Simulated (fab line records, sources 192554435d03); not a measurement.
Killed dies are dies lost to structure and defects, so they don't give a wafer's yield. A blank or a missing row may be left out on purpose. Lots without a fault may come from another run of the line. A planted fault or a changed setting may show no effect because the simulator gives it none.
Which tool did it? | flow n5_finfet | 12 lots, 36 wafers sampled, at 2 steps of a route of 1938

WHAT THE GAUGES READ, wafer by wafer
N5_BEOL_M3_OVL_MEAS_12.
lot  | measured     | on         | M3_OVL (nm)
L074 | day 7 10:29  | overlay-02 | -0.4 1.2 -0.2
L077 | day 8 02:29  | overlay-01 | -1.1 -0.7 -2.2
L079 | day 8 10:21  | overlay-01 | -1.1 -1.9 -2.0
L081 | day 9 05:50  | overlay-01 | -0.2 0.5 0.5
L083 | day 9 10:37  | overlay-02 | -1.5 -2.1 -0.5
L085 | day 9 18:09  | overlay-01 | -0.5 -0.2 -0.4
L088 | day 10 11:43 | overlay-02 | -1.2 -0.7 -0.2
L091 | day 10 22:25 | overlay-01 | 0.5 0.5 -0.3
L090 | day 11 01:43 | overlay-01 | -1.1 0.6 0.1
L093 | day 11 15:31 | overlay-02 | -1.3 -0.6 -1.1
L095 | day 12 11:10 | overlay-02 | -0.6 0.3 0.4
L096 | day 13 02:59 | overlay-02 | 1.7 1.0 1.1

WHICH TOOL RAN EACH LOT (tool, then ch and the chambers of the sampled wafers, then the start)
lot  | N5_BEOL_M2_ANNEAL_87
L074 | pvd_sputter-02, day 7 04:40
L077 | pvd_sputter-02, day 7 19:47
L079 | pvd_sputter-01, day 8 05:11
L081 | pvd_sputter-02, day 8 22:45
L083 | pvd_sputter-02, day 9 07:26
L085 | pvd_sputter-01, day 9 13:26
L088 | pvd_sputter-03, day 10 06:47
L091 | pvd_sputter-02, day 10 18:52
L090 | pvd_sputter-03, day 10 20:39
L093 | pvd_sputter-01, day 11 12:21
L095 | pvd_sputter-03, day 12 05:44
L096 | pvd_sputter-03, day 12 22:25
- N5_BEOL_M2_ANNEAL_87: time 240 s.

THE ANSWER, worked out from the rows above alone
Rule: what is usual is taken from the lots themselves. Put in order of their means at a reading, lots are off if they are a third of the lots or fewer, leave a main group of 4 or more, and stand apart from it by a gap of 3 or more times the standard deviation of the main group's means; of several such gaps the widest counts. A main group whose means are all the same, to the digits that the tables above print for the reading, isn't used. A lot without any number at a reading at which 4 lots or more have one is off too. The other lots that the step has rows for count as sound.
No lot is off at any reading shown: from this, nothing can be told.

WHAT THE SIMULATOR HAD PUT IN
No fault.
